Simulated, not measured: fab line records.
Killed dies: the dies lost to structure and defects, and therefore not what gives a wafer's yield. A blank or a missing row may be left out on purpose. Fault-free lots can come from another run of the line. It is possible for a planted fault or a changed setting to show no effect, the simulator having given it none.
Matching of chambers | flow nand_harc | 4 sister chambers for NHARC_A_CONTACT_ETCH_91 on rie_diel-11
The step etches the open film in CH3F/O2, target depth 40 nm, time 85.7 s. 4 wafers are shown with their chamber, then 11 later ones without.

## EACH WAFER AND ITS CHAMBER
wafer  | chamber | drypump_motor_current_A (A)
L087.2 | 0       | 5.59
L091.2 | 2       | 5.23
L091.4 | 3       | 5.13
L093.1 | 1       | 5.77

## WAFERS WITHOUT THEIR CHAMBER
wafer  | drypump_motor_current_A (A)
L093.5 | 5.63
L093.6 | 5.78
L092.1 | 5.22
L092.2 | 5.63
L092.4 | 5.79
L095.2 | 5.62
L095.3 | 5.78
L095.6 | 5.21
L096.3 | 5.20
L096.4 | 5.13
L096.6 | 5.12

## THE CHAMBER EACH PASSED THROUGH
wafer  | from the rows above     | in truth
L093.5 | 0                       | 0
L093.6 | 1                       | 1
L092.1 | 2                       | 2
L092.2 | 0                       | 0
L092.4 | 1                       | 1
L095.2 | 0                       | 0
L095.3 | 1                       | 1
L095.6 | 2                       | 2
L096.3 | can't be placed: 2 or 3 | 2
L096.4 | 3                       | 3
L096.6 | 3                       | 3
Placed correctly: 10 of 11. Cannot be placed on the basis of these rows: 1; the candidates contain the true chamber in 1. Placed wrongly: 0.
How it was worked out, from the rows above alone: a wafer's distance from a chamber is the root of the sum, over the readings, of the square of ((its reading less the chamber's mean) divided by the reading's scatter). If the next closest chamber is less than 2 further off than the closest, the wafer can't be placed; otherwise it belongs to the closest. A chamber's mean is the mean of its shown wafers. The scatter (one wafer shown for each chamber): square how far every hidden wafer sits from the nearest shown wafer, average those squares and take the square root.
